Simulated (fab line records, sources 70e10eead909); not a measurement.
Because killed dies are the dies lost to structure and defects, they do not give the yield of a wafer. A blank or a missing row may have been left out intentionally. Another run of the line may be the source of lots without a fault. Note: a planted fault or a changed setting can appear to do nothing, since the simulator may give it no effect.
Which tool was responsible? + flow nand harc + 14 lots, 42 wafers sampled, at 4 steps of a route of 1302

## WHAT THE GAUGES SHOWED, per wafer
NHARC_THIN_TSV_CD_MEAS_37.
| lot  | measured     | on        | cd nm (nm)           |
|------|--------------|-----------|----------------------|
| L121 | day 24 05:04 | cd sem-03 | 5000.2 4999.0 5003.2 |
| L122 | day 24 05:49 | cd sem-03 | 4998.9 5000.9 5000.4 |
| L123 | day 24 17:25 | cd sem-01 | 4998.3 5003.9 5003.4 |
| L124 | day 25 12:20 | cd sem-02 | 4999.9 4995.0 5000.3 |
| L126 | day 26 09:22 | cd sem-03 | 5002.5 5000.8 5002.9 |
| L127 | day 26 00:11 | cd sem-01 | 5002.2 5000.0 5001.2 |
| L129 | day 27 20:55 | cd sem-03 | 5002.2 5000.8 4999.9 |
| L131 | day 28 23:35 | cd sem-01 | 4998.6 4999.4 5001.4 |
| L132 | day 28 22:31 | cd sem-01 | 5003.4 5002.5 5002.3 |
| L135 | day 29 20:38 | cd sem-03 | 5002.9 5000.8 4999.9 |
| L139 | day 32 10:09 | cd sem-01 | 4997.1 4998.3 4997.4 |
| L140 | day 32 10:56 | cd sem-02 | 5001.1 5000.7 5002.2 |
| L143 | day 32 20:27 | cd sem-03 | 4998.9 4998.5 4999.4 |
| L144 | day 33 04:14 | cd sem-02 | 4998.0 4998.8 5000.9 |

NHARC_END_SORT_01.
| lot  | measured     | on        | killed at array | killed at other | killed at periphery | killed dies | killed open | killed short |
|------|--------------|-----------|-----------------|-----------------|---------------------|-------------|-------------|--------------|
| L139 | day 32 18:33 | prober-01 | 131 148 142     | 0 0 1           | 9 3 6               | 140 151 149 | 4 2 4       | 3 3 3        |
| L143 | day 33 04:46 | prober-02 | 120 133 135     | 1 2 0           | 3 2 2               | 124 137 137 | 3 2 4       | 3 2 1        |

## EACH LOT AND THE TOOL THAT RAN IT (in order: tool; ch and the chambers of the sampled wafers; start)
| lot  | NHARC_A_ONON_D1_DEP_19           | NHARC_THIN_TSV_ANNEAL_52         |
|------|----------------------------------|----------------------------------|
| L121 | pecvd onon-02 ch 0, day 8 09:22  | rtp anneal-01 ch 0, day 24 01:43 |
| L122 | pecvd onon-04 ch 0, day 8 09:22  | rtp anneal-01 ch 0, day 24 02:19 |
| L123 | pecvd onon-03 ch 0, day 9 05:05  | rtp anneal-02 ch 0, day 24 14:02 |
| L124 | pecvd onon-02 ch 0, day 9 13:47  | rtp anneal-02 ch 0, day 25 08:57 |
| L126 | pecvd onon-02 ch 0, day 10 04:28 | rtp anneal-01 ch 0, day 26 05:56 |
| L127 | pecvd onon-02 ch 0, day 10 23:14 | rtp anneal-02 ch 0, day 25 20:54 |
| L129 | pecvd onon-04 ch 0, day 11 21:43 | rtp anneal-01 ch 0, day 27 17:43 |
| L131 | pecvd onon-02 ch 0, day 12 17:53 | rtp anneal-01 ch 0, day 28 20:11 |
| L132 | pecvd onon-02 ch 0, day 13 02:41 | rtp anneal-01 ch 0, day 28 19:09 |
| L135 | pecvd onon-02 ch 0, day 14 04:13 | rtp anneal-02 ch 0, day 29 17:19 |
| L139 | pecvd onon-02 ch 0, day 15 15:38 | rtp anneal-01 ch 0, day 32 06:34 |
| L140 | pecvd onon-04 ch 0, day 15 22:28 | rtp anneal-01 ch 0, day 32 07:40 |
| L143 | pecvd onon-02 ch 0, day 17 06:14 | rtp anneal-02 ch 0, day 32 17:02 |
| L144 | pecvd onon-04 ch 0, day 17 19:21 | rtp anneal-02 ch 0, day 33 00:51 |
- NHARC_A_ONON_D1_DEP_19: target thk 1000 nm.
- NHARC_THIN_TSV_ANNEAL_52: time 90 s.

## WHAT THE TOOLS THEMSELVES READ (means of the sampled wafers that have a number; where no wafer has one, the mark that the record gives instead)
NHARC_THIN_TSV_ANNEAL_52.
| lot  | tool          | anneal temp c max | wafer_temp_C_max |
|------|---------------|-------------------|------------------|
| L121 | rtp anneal-01 | 225.69            | 225.91           |
| L122 | rtp anneal-01 | 225.73            | 225.98           |
| L123 | rtp anneal-02 | 225.65            | 225.87           |
| L124 | rtp anneal-02 | 225.54            | 225.89           |
| L126 | rtp anneal-01 | 225.78            | 226.36           |
| L127 | rtp anneal-02 | 225.45            | 225.62           |
| L129 | rtp anneal-01 | 225.74            | 226.04           |
| L131 | rtp anneal-01 | 225.76            | 226.16           |
| L132 | rtp anneal-01 | 225.76            | 225.96           |
| L135 | rtp anneal-02 | 225.87            | 225.78           |
| L139 | rtp anneal-01 | 226.01            | 225.95           |
| L140 | rtp anneal-01 | 226.22            | 226.07           |
| L143 | rtp anneal-02 | 225.58            | 225.52           |
| L144 | rtp anneal-02 | 225.96            | 225.95           |

## THE ANSWER, worked out from the rows above alone
Rule: the lots themselves supply what counts as usual. Put in order of their means at a reading, lots are off if they are a third of the lots or fewer, leave a main group of 4 or more, and stand apart from it by a gap of 3 or more times the standard deviation of the main group's means; of several such gaps the widest counts. The tables above print the reading to a certain number of digits; a main group whose means all agree to those digits is not used. Also off: a lot with no number at a reading for which 4 or more lots have one. Where the step has rows for the other lots, those lots are counted as sound. Order of review: gauges by route order, followed by the tools' own readings, for which a lot's mean as printed above is used. The first step at which some lot is off is used, and at that step the reading that is off furthest; a lot without a number counts as furthest.
No lot is off at any reading shown: from this, nothing can be told.

## WHAT THE SIMULATOR HAD INSERTED
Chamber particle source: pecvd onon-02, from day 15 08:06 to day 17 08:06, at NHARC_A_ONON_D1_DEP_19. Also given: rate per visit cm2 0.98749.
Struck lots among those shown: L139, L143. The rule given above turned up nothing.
